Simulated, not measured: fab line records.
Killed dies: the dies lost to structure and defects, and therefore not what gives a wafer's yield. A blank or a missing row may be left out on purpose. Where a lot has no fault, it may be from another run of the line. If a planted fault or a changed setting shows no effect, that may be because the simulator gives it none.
fab line records + flow n5_finfet + part 2 of 2: steps 5 to 6 of 6
record
- lots=22
- wafers=66
- last_day=17
route steps=1938 shown HKMG_FIN@454 GATE_CUT@466
lots with no fault: from the same line, run without faults
start_h: start of the lot's first displayed wafer, in hours after the record's first day + wait_h: how many hours have passed since the lot's step before this one + " unchanged from the row above + L1.1+2: a row that stands for several wafers + - either no value or no given start + * or withheld: withheld + < > ~ a bound
route shown NAME@n: a module of which the file shows steps, and the number in the route of the first + usual: mean/standard deviation of fault-free wafers + same: alike in all rows + chamber/n: place in a boat + sites: each site's reading + _std_site: the standard deviation of these + _edge_site: outer sites' mean less inner sites' + radius_mm: how far each site lies from the wafer's centre + mask NAME#n: copy n + behind: the most recent tool/chamber to have shaped the wafer + hold: why the lot went on hold/how many hours it stayed there/how the hold came to an end + device: names the non-switching transistor (n, p or np) + end of line: the route-end tests of the same wafers + a step given without rows: its recipe and nothing more + killed: count of dies lost to structure and defects at first sort (not the wafer's yield) + map: dies across one wafer; x = killed, . = not, _ = none there
set.NAME: the setting the step ran with; set.NAME@STEP: the setting that earlier step ran with + model.NAME: the simulator's own value behind a step, which no gauge read
route steps across a sampled set of lots; one table per step, one row per wafer
services: the hour from which a tool's chamber was out of use, counted from the record's first day as start_h (under 0 if before that day), plus the number of hours and why
## steps
# step N5_GATE_CUT_ETCH_36
# recipe
- chemistry=CF4
- target=SiARC
- target_depth_a=130
- mask_material=CAR-EUV
- time_s=21.7
- ion_energy_ev=80
- pressure_mtorr=40
- source_w=545
- bias_w=36
- Ar_flow_sccm=100
- cf4_flow_sccm=100
- ends=cleared
# usual
- drypump_motor_current_A=5.8/0.37
- etch_rf_on_time_s=21.6/0.33
- oes_product_au=0.68/0.06
- rf_vpp_V=184.1/0.9
- showerhead_plenum_p_Torr=2.15/0.043
- throttle_valve_pct=15.57/0.26
| lot.wafer | tool        | chamber | start_h | wait_h | drypump_motor_current_A | etch_rf_on_time_s | oes_product_au | rf_hours_counter_h | rf_vpp_V | showerhead_plenum_p_Torr | throttle_valve_pct |
|-----------|-------------|---------|---------|--------|-------------------------|-------------------|----------------|--------------------|----------|--------------------------|--------------------|
| L074.1    | rie_diel-03 | 1       | 88.15   | 0.0    | 6.1                     | 22.2              | 0.65           | 127                | 187.0    | 2.24                     | 15.52              |
| L074.3    | "           | 2       | "       | "      | 5.4                     | 21.6              | 0.66           | 117                | 184.6    | 2.16                     | 15.55              |
| L074.6    | "           | 0       | "       | "      | 6.2                     | 22.2              | 0.69           | -                  | 183.4    | 2.08                     | 15.32              |
| L075.1    | rie_diel-01 | 0       | 88.32   | 0.0    | 5.6                     | 21.3              | 0.68           | 112                | 184.4    | 2.15                     | 15.52              |
| L075.4    | "           | 2       | "       | "      | 5.7                     | 21.4              | 0.76           | 28                 | 183.4    | 2.10                     | 15.26              |
| L075.5    | "           | 1       | "       | "      | 5.7                     | 21.9              | 0.74           | -                  | 184.6    | 2.18                     | 15.48              |
| L076.2    | rie_diel-05 | 2       | 96.20   | 0.0    | 5.0                     | 20.9              | 0.81           | 11                 | 183.8    | 2.19                     | 14.98              |
| L076.3    | "           | 1       | "       | "      | 6.2                     | 21.5              | 0.71           | 67                 | 184.9    | 2.17                     | 15.81              |
| L076.6    | "           | 3       | "       | "      | 5.4                     | 21.0              | 0.67           | -                  | 183.7    | 2.15                     | 16.06              |
| L077.3    | rie_diel-03 | 0       | 106.61  | 0.0    | 6.2                     | 21.9              | 0.69           | 102                | 183.2    | 2.08                     | 15.32              |
| L077.4    | "           | 1       | "       | "      | 6.1                     | 22.0              | 0.65           | 131                | 186.2    | 2.24                     | 15.54              |
| L077.6    | "           | 1       | "       | "      | 6.2                     | 22.0              | 0.65           | -                  | 184.4    | 2.24                     | 15.54              |
| L078.1    | rie_diel-05 | 1       | 112.55  | 0.0    | 6.2                     | 21.6              | 0.71           | 73                 | 183.9    | 2.17                     | 15.80              |
| L078.3    | "           | 3       | "       | "      | 5.4                     | 21.4              | 0.65           | -                  | 184.3    | 2.14                     | 16.07              |
| L078.5    | "           | 1       | "       | "      | 6.2                     | 21.6              | 0.71           | -                  | 184.6    | 2.17                     | 15.82              |
| L079.1    | rie_diel-03 | 2       | 117.01  | 0.0    | 5.5                     | 21.7              | 0.65           | 126                | 184.4    | 2.15                     | 15.54              |
| L079.5    | "           | 3       | "       | "      | 6.2                     | 21.7              | 0.80           | -                  | 185.5    | 2.18                     | 15.32              |
| L079.6    | "           | 0       | "       | "      | 6.2                     | 21.9              | 0.68           | -                  | 183.7    | 2.08                     | 15.33              |
| L081.4    | rie_diel-03 | 1       | 125.79  | 0.0    | 6.2                     | 22.1              | 0.64           | 137                | 184.7    | 2.24                     | 15.54              |
| L081.5    | "           | 0       | "       | "      | 6.2                     | 22.1              | 0.69           | -                  | 183.0    | 2.08                     | 15.34              |
| L081.6    | "           | 1       | "       | "      | 6.1                     | 22.1              | 0.64           | -                  | 184.5    | 2.24                     | 15.56              |
| L082.2    | rie_diel-03 | 1       | 131.11  | 0.0    | 6.1                     | 22.1              | 0.64           | 138                | 185.0    | 2.24                     | 15.55              |
| L082.3    | "           | 0       | "       | "      | 6.2                     | 21.7              | 0.69           | 109                | 182.4    | 2.07                     | 15.34              |
| L082.6    | "           | 2       | "       | "      | 5.5                     | 21.5              | 0.66           | -                  | 183.9    | 2.15                     | 15.54              |
| L083.1    | rie_diel-01 | 0       | 137.13  | 0.0    | 5.6                     | 21.4              | 0.68           | 123                | 185.1    | 2.15                     | 15.54              |
| L083.2    | "           | 3       | "       | "      | 5.1                     | 21.4              | 0.59           | 237                | 184.3    | 2.19                     | 15.72              |
| L083.4    | "           | 2       | "       | "      | 5.7                     | 21.2              | 0.74           | 41                 | 184.0    | 2.10                     | 15.28              |
| L084.1    | rie_diel-05 | 0       | 145.08  | 0.0    | 5.7                     | 22.0              | 0.59           | 219                | 184.6    | 2.12                     | 15.97              |
| L084.2    | "           | 3       | "       | "      | 5.4                     | 21.5              | 0.64           | 163                | 183.7    | 2.14                     | 16.10              |
| L084.3    | "           | 1       | "       | "      | 6.2                     | 21.6              | 0.70           | 87                 | 184.3    | 2.17                     | 15.85              |
| L085.2    | rie_diel-03 | 3       | 153.48  | 0.0    | 6.2                     | 21.8              | 0.78           | 28                 | 183.7    | 2.18                     | 15.35              |
| L085.3    | "           | 1       | "       | "      | 6.1                     | 22.2              | 0.64           | 145                | 185.0    | 2.23                     | 15.56              |
| L085.4    | "           | 0       | "       | "      | 6.2                     | 22.0              | 0.68           | 116                | 183.1    | 2.07                     | 15.36              |
| L086.2    | rie_diel-01 | 3       | 159.53  | 0.0    | 5.1                     | 21.3              | 0.59           | 244                | 185.6    | 2.19                     | 15.72              |
| L086.3    | "           | 2       | "       | "      | 5.7                     | 21.3              | 0.73           | 49                 | 183.1    | 2.09                     | 15.30              |
| L086.5    | "           | 2       | "       | "      | 5.7                     | 21.3              | 0.73           | -                  | 183.2    | 2.09                     | 15.30              |
| L087.2    | rie_diel-01 | 3       | 164.59  | 0.0    | 5.1                     | 21.4              | 0.60           | 245                | 186.0    | 2.19                     | 15.74              |
| L087.3    | "           | 1       | "       | "      | 5.7                     | 21.7              | 0.72           | 72                 | 184.0    | 2.17                     | 15.51              |
| L087.6    | "           | 0       | "       | "      | 5.6                     | 21.4              | 0.67           | -                  | 183.8    | 2.15                     | 15.56              |
| L088.1    | rie_diel-05 | 2       | 169.52  | 0.0    | 5.0                     | 20.9              | 0.78           | 21                 | 184.8    | 2.19                     | 15.01              |
| L088.3    | "           | 1       | "       | "      | 6.2                     | 21.8              | 0.69           | 93                 | 183.5    | 2.16                     | 15.85              |
| L088.4    | "           | 3       | "       | "      | 5.4                     | 21.3              | 0.64           | 170                | 184.4    | 2.14                     | 16.11              |
| L089.3    | rie_diel-01 | 1       | 175.03  | 0.0    | 5.8                     | 21.5              | 0.73           | 75                 | 184.5    | 2.17                     | 15.50              |
| L089.5    | "           | 3       | "       | "      | 5.2                     | 21.4              | 0.59           | -                  | 184.8    | 2.19                     | 15.73              |
| L089.6    | "           | 2       | "       | "      | 5.7                     | 21.2              | 0.73           | -                  | 183.3    | 2.09                     | 15.31              |
| L090.2    | rie_diel-01 | 1       | 180.13  | 0.0    | 5.7                     | 21.9              | 0.71           | 76                 | 183.7    | 2.17                     | 15.50              |
| L090.5    | "           | 0       | "       | "      | 5.6                     | 21.4              | 0.66           | -                  | 183.3    | 2.15                     | 15.57              |
| L090.6    | "           | 1       | "       | "      | 5.7                     | 21.7              | 0.72           | -                  | 184.9    | 2.17                     | 15.50              |
| L091.2    | rie_diel-03 | 1       | 189.78  | 0.0    | 6.2                     | 22.5              | 0.62           | 155                | 185.2    | 2.23                     | 15.59              |
| L091.5    | "           | 2       | "       | "      | 5.5                     | 21.7              | 0.63           | -                  | 184.3    | 2.14                     | 15.58              |
| L091.6    | "           | 3       | "       | "      | 6.2                     | 21.8              | 0.75           | -                  | 185.1    | 2.17                     | 15.36              |
| L092.1    | rie_diel-01 | 0       | 197.09  | 0.0    | 5.6                     | 21.6              | 0.64           | 141                | 184.2    | 2.14                     | 15.58              |
| L092.4    | "           | 2       | "       | "      | 5.7                     | 21.7              | 0.71           | 62                 | 183.2    | 2.09                     | 15.32              |
| L092.6    | "           | 0       | "       | "      | 5.6                     | 21.6              | 0.65           | -                  | 183.0    | 2.14                     | 15.58              |
| L093.3    | rie_diel-03 | 0       | 207.50  | 0.0    | 6.2                     | 22.2              | 0.66           | 131                | 182.4    | 2.07                     | 15.38              |
| L093.4    | "           | 1       | "       | "      | 6.1                     | 22.3              | 0.62           | 161                | 185.5    | 2.23                     | 15.59              |
| L093.6    | "           | 1       | "       | "      | 6.1                     | 22.3              | 0.63           | -                  | 184.4    | 2.23                     | 15.60              |
| L095.1    | rie_diel-05 | 1       | 214.38  | 0.0    | 6.2                     | 21.6              | 0.68           | 107                | 185.3    | 2.16                     | 15.89              |
| L095.2    | "           | 2       | "       | "      | 5.0                     | 20.9              | 0.77           | 34                 | 185.2    | 2.18                     | 15.03              |
| L095.4    | "           | 3       | "       | "      | 5.4                     | 21.6              | 0.63           | 182                | 183.1    | 2.13                     | 16.14              |
| L096.2    | rie_diel-05 | 2       | 220.43  | 0.0    | 5.0                     | 20.9              | 0.76           | 36                 | 185.7    | 2.18                     | 15.04              |
| L096.4    | "           | 1       | "       | "      | 6.2                     | 21.7              | 0.68           | 109                | 183.6    | 2.16                     | 15.89              |
| L096.5    | "           | 3       | "       | "      | 5.4                     | 21.6              | 0.63           | -                  | 184.2    | 2.13                     | 16.14              |
| L097.1    | rie_diel-03 | 2       | 222.31  | 0.0    | 5.5                     | 21.3              | 0.63           | 158                | 184.9    | 2.14                     | 15.60              |
| L097.2    | "           | 3       | "       | "      | 6.2                     | 21.7              | 0.75           | 48                 | 182.7    | 2.17                     | 15.38              |
| L097.5    | "           | 0       | "       | "      | 6.2                     | 21.8              | 0.67           | -                  | 183.9    | 2.07                     | 15.39              |
# step N5_GATE_CUT_ETCH_19
# recipe
- chemistry=CH3F/O2
- target=SiNx
- mask_material=SiO2
- target_depth_a=537
- time_s=76.7
- pressure_mtorr=30
- source_w=395
- bias_w=73
- Ar_flow_sccm=150
- CH3F_flow_sccm=30
- O2_flow_sccm=20
- ion_energy_ev=120
- ends=cleared
# usual
- drypump_motor_current_A=5.8/0.37
- etch_rf_on_time_s=76.7/0.87
- oes_product_au=0.68/0.061
- rf_vpp_V=297/3
- showerhead_plenum_p_Torr=2.01/0.044
- throttle_valve_pct=16.30/0.26
| lot.wafer | tool        | chamber | start_h | wait_h | drypump_motor_current_A | etch_rf_on_time_s | oes_product_au | rf_hours_counter_h | rf_vpp_V | showerhead_plenum_p_Torr | throttle_valve_pct |
|-----------|-------------|---------|---------|--------|-------------------------|-------------------|----------------|--------------------|----------|--------------------------|--------------------|
| L074.1    | rie_diel-03 | 1       | 88.38   | 0.0    | 6.2                     | 79.4              | 0.65           | 127                | 299      | 2.10                     | 16.26              |
| L074.3    | "           | 2       | "       | "      | 5.4                     | 77.5              | 0.66           | 117                | 299      | 2.01                     | 16.26              |
| L074.6    | "           | 0       | "       | "      | 6.1                     | 78.1              | 0.69           | -                  | 294      | 1.93                     | 16.03              |
| L075.1    | rie_diel-01 | 0       | 88.55   | 0.0    | 5.6                     | 75.5              | 0.68           | 112                | 295      | 2.02                     | 16.30              |
| L075.4    | "           | 2       | "       | "      | 5.7                     | 75.3              | 0.76           | 28                 | 298      | 1.95                     | 15.94              |
| L075.5    | "           | 1       | "       | "      | 5.8                     | 76.1              | 0.75           | -                  | 304      | 2.04                     | 16.22              |
| L076.2    | rie_diel-05 | 2       | 96.43   | 0.0    | 5.0                     | 74.2              | 0.80           | 11                 | 291      | 2.05                     | 15.77              |
| L076.3    | "           | 1       | "       | "      | 6.2                     | 77.9              | 0.71           | 67                 | 298      | 2.03                     | 16.53              |
| L076.6    | "           | 3       | "       | "      | 5.4                     | 75.9              | 0.65           | -                  | 294      | 2.00                     | 16.75              |
| L077.3    | rie_diel-03 | 0       | 106.84  | 0.0    | 6.2                     | 78.1              | 0.69           | 102                | 296      | 1.93                     | 16.04              |
| L077.4    | "           | 1       | "       | "      | 6.2                     | 78.4              | 0.65           | 132                | 303      | 2.10                     | 16.28              |
| L077.6    | "           | 1       | "       | "      | 6.1                     | 77.9              | 0.65           | -                  | 302      | 2.09                     | 16.28              |
| L078.1    | rie_diel-05 | 1       | 112.90  | 0.0    | 6.2                     | 76.6              | 0.71           | 73                 | 298      | 2.03                     | 16.55              |
| L078.3    | "           | 3       | "       | "      | 5.4                     | 76.3              | 0.65           | -                  | 294      | 2.00                     | 16.77              |
| L078.5    | "           | 1       | "       | "      | 6.2                     | 76.7              | 0.71           | -                  | 297      | 2.03                     | 16.57              |
| L079.1    | rie_diel-03 | 2       | 117.24  | 0.0    | 5.5                     | 75.5              | 0.66           | 126                | 297      | 2.01                     | 16.27              |
| L079.5    | "           | 3       | "       | "      | 6.2                     | 76.8              | 0.79           | -                  | 296      | 2.04                     | 16.09              |
| L079.6    | "           | 0       | "       | "      | 6.2                     | 76.7              | 0.69           | -                  | 294      | 1.93                     | 16.07              |
| L081.4    | rie_diel-03 | 1       | 126.02  | 0.0    | 6.1                     | 78.5              | 0.64           | 137                | 301      | 2.09                     | 16.29              |
| L081.5    | "           | 0       | "       | "      | 6.2                     | 77.0              | 0.69           | -                  | 296      | 1.93                     | 16.06              |
| L081.6    | "           | 1       | "       | "      | 6.1                     | 77.7              | 0.65           | -                  | 300      | 2.09                     | 16.30              |
| L082.2    | rie_diel-03 | 1       | 131.34  | 0.0    | 6.1                     | 77.5              | 0.65           | 138                | 300      | 2.09                     | 16.30              |
| L082.3    | "           | 0       | "       | "      | 6.2                     | 76.7              | 0.69           | 109                | 296      | 1.93                     | 16.06              |
| L082.6    | "           | 2       | "       | "      | 5.4                     | 76.1              | 0.65           | -                  | 298      | 2.01                     | 16.26              |
| L083.1    | rie_diel-01 | 0       | 137.36  | 0.0    | 5.6                     | 76.4              | 0.67           | 123                | 295      | 2.01                     | 16.32              |
| L083.2    | "           | 3       | "       | "      | 5.1                     | 76.8              | 0.59           | 237                | 297      | 2.05                     | 16.44              |
| L083.4    | "           | 2       | "       | "      | 5.7                     | 76.2              | 0.74           | 42                 | 300      | 1.95                     | 15.96              |
| L084.1    | rie_diel-05 | 0       | 145.31  | 0.0    | 5.7                     | 78.2              | 0.60           | 219                | 295      | 1.98                     | 16.70              |
| L084.2    | "           | 3       | "       | "      | 5.4                     | 76.9              | 0.64           | 163                | 294      | 1.99                     | 16.80              |
| L084.3    | "           | 1       | "       | "      | 6.3                     | 77.1              | 0.69           | 87                 | 298      | 2.02                     | 16.58              |
| L085.2    | rie_diel-03 | 3       | 153.71  | 0.0    | 6.2                     | 76.6              | 0.78           | 28                 | 295      | 2.04                     | 16.12              |
| L085.3    | "           | 1       | "       | "      | 6.1                     | 78.0              | 0.64           | 145                | 300      | 2.09                     | 16.31              |
| L085.4    | "           | 0       | "       | "      | 6.2                     | 77.6              | 0.68           | 116                | 296      | 1.93                     | 16.04              |
| L086.2    | rie_diel-01 | 3       | 159.76  | 0.0    | 5.2                     | 76.8              | 0.59           | 244                | 298      | 2.05                     | 16.46              |
| L086.3    | "           | 2       | "       | "      | 5.7                     | 75.9              | 0.73           | 49                 | 300      | 1.95                     | 15.99              |
| L086.5    | "           | 2       | "       | "      | 5.7                     | 75.7              | 0.73           | -                  | 299      | 1.95                     | 15.99              |
| L087.2    | rie_diel-01 | 3       | 164.82  | 0.0    | 5.1                     | 76.2              | 0.59           | 246                | 297      | 2.05                     | 16.47              |
| L087.3    | "           | 1       | "       | "      | 5.7                     | 76.4              | 0.72           | 72                 | 303      | 2.03                     | 16.24              |
| L087.6    | "           | 0       | "       | "      | 5.6                     | 75.9              | 0.66           | -                  | 296      | 2.01                     | 16.34              |
| L088.1    | rie_diel-05 | 2       | 169.75  | 0.0    | 5.0                     | 75.3              | 0.78           | 22                 | 292      | 2.05                     | 15.78              |
| L088.3    | "           | 1       | "       | "      | 6.2                     | 78.1              | 0.68           | 93                 | 298      | 2.02                     | 16.58              |
| L088.4    | "           | 3       | "       | "      | 5.4                     | 77.5              | 0.63           | 170                | 295      | 1.99                     | 16.80              |
| L089.3    | rie_diel-01 | 1       | 175.26  | 0.0    | 5.7                     | 76.4              | 0.73           | 75                 | 304      | 2.03                     | 16.26              |
| L089.5    | "           | 3       | "       | "      | 5.2                     | 77.0              | 0.58           | -                  | 297      | 2.05                     | 16.45              |
| L089.6    | "           | 2       | "       | "      | 5.7                     | 76.2              | 0.72           | -                  | 300      | 1.94                     | 15.99              |
| L090.2    | rie_diel-01 | 1       | 180.36  | 0.0    | 5.8                     | 76.2              | 0.72           | 76                 | 302      | 2.03                     | 16.27              |
| L090.5    | "           | 0       | "       | "      | 5.6                     | 76.2              | 0.66           | -                  | 296      | 2.01                     | 16.34              |
| L090.6    | "           | 1       | "       | "      | 5.7                     | 77.0              | 0.72           | -                  | 304      | 2.03                     | 16.26              |
| L091.2    | rie_diel-03 | 1       | 190.01  | 0.0    | 6.2                     | 77.7              | 0.63           | 155                | 300      | 2.09                     | 16.33              |
| L091.5    | "           | 2       | "       | "      | 5.4                     | 76.6              | 0.63           | -                  | 298      | 2.00                     | 16.31              |
| L091.6    | "           | 3       | "       | "      | 6.3                     | 76.4              | 0.76           | -                  | 296      | 2.03                     | 16.12              |
| L092.1    | rie_diel-01 | 0       | 197.32  | 0.0    | 5.6                     | 76.0              | 0.65           | 141                | 295      | 2.01                     | 16.36              |
| L092.4    | "           | 2       | "       | "      | 5.7                     | 75.7              | 0.71           | 62                 | 301      | 1.94                     | 16.02              |
| L092.6    | "           | 0       | "       | "      | 5.6                     | 76.4              | 0.65           | -                  | 297      | 2.01                     | 16.36              |
| L093.3    | rie_diel-03 | 0       | 207.73  | 0.0    | 6.2                     | 77.5              | 0.67           | 131                | 294      | 1.92                     | 16.11              |
| L093.4    | "           | 1       | "       | "      | 6.1                     | 77.3              | 0.64           | 161                | 300      | 2.08                     | 16.33              |
| L093.6    | "           | 1       | "       | "      | 6.1                     | 77.8              | 0.63           | -                  | 300      | 2.09                     | 16.32              |
| L095.1    | rie_diel-05 | 1       | 214.61  | 0.0    | 6.2                     | 76.1              | 0.68           | 107                | 298      | 2.02                     | 16.62              |
| L095.2    | "           | 2       | "       | "      | 5.0                     | 73.8              | 0.77           | 34                 | 290      | 2.05                     | 15.82              |
| L095.4    | "           | 3       | "       | "      | 5.4                     | 77.0              | 0.63           | 182                | 295      | 1.99                     | 16.82              |
| L096.2    | rie_diel-05 | 2       | 220.66  | 0.0    | 5.0                     | 74.5              | 0.76           | 36                 | 290      | 2.05                     | 15.81              |
| L096.4    | "           | 1       | "       | "      | 6.2                     | 76.4              | 0.68           | 109                | 297      | 2.01                     | 16.63              |
| L096.5    | "           | 3       | "       | "      | 5.4                     | 77.1              | 0.63           | -                  | 295      | 1.98                     | 16.84              |
| L097.1    | rie_diel-03 | 2       | 222.54  | 0.0    | 5.4                     | 76.1              | 0.63           | 158                | 296      | 2.00                     | 16.33              |
| L097.2    | "           | 3       | "       | "      | 6.2                     | 76.5              | 0.75           | 48                 | 297      | 2.03                     | 16.15              |
| L097.5    | "           | 0       | "       | "      | 6.2                     | 77.7              | 0.66           | -                  | 296      | 1.92                     | 16.12              |
## services
| tool         | chamber | start_h | hours | kind                          |
|--------------|---------|---------|-------|-------------------------------|
| pecvd-03     | 1       | 59.68   | 5.5   | scheduled_down                |
| pecvd-03     | 0       | 77.22   | 2.1   | scheduled_down                |
| pecvd-01     | 0       | 78.76   | 31.7  | repair                        |
| rie_diel-05  | 0       | 106.62  | 15.8  | repair                        |
| rie_metal-02 | 0       | 110.07  | 1.7   | repair                        |
| rie_diel-01  | 0       | 123.95  | 6.4   | repair                        |
| pecvd-01     | -       | 130.28  | 0.3   | repair                        |
| rie_metal-02 | 1       | 143.60  | 13.3  | repair                        |
| pecvd-02     | 0       | 152.39  | 2.1   | scheduled_down                |
| pecvd-02     | 2       | 157.97  | 5.5   | scheduled_down                |
| pecvd-03     | 0       | 170.64  | 5.5   | scheduled_down                |
| pecvd-03     | 2       | 176.33  | 5.5   | scheduled_down                |
| rie_diel-01  | 3       | 177.08  | -     | clean                         |
| rie_diel-01  | 3       | 177.08  | -     | consumable_replace:focus_ring |
| rie_diel-01  | 3       | 177.08  | 12.5  | scheduled_down                |
| rie_diel-01  | 3       | 177.08  | 12.5  | vent_cycle                    |
| pecvd-03     | -       | 181.09  | 1.8   | repair                        |
| rie_metal-02 | 1       | 182.26  | 13.6  | repair                        |
| pecvd-03     | -       | 199.99  | 14.6  | pm                            |
| rie_metal-03 | 0       | 201.58  | 16.2  | repair                        |
| rie_metal-03 | 0       | 217.91  | -     | clean                         |
| rie_metal-03 | 0       | 217.91  | 17.4  | scheduled_down                |
| rie_metal-03 | 0       | 217.91  | 17.4  | vent_cycle                    |
| rie_metal-02 | 0       | 218.93  | -     | clean                         |
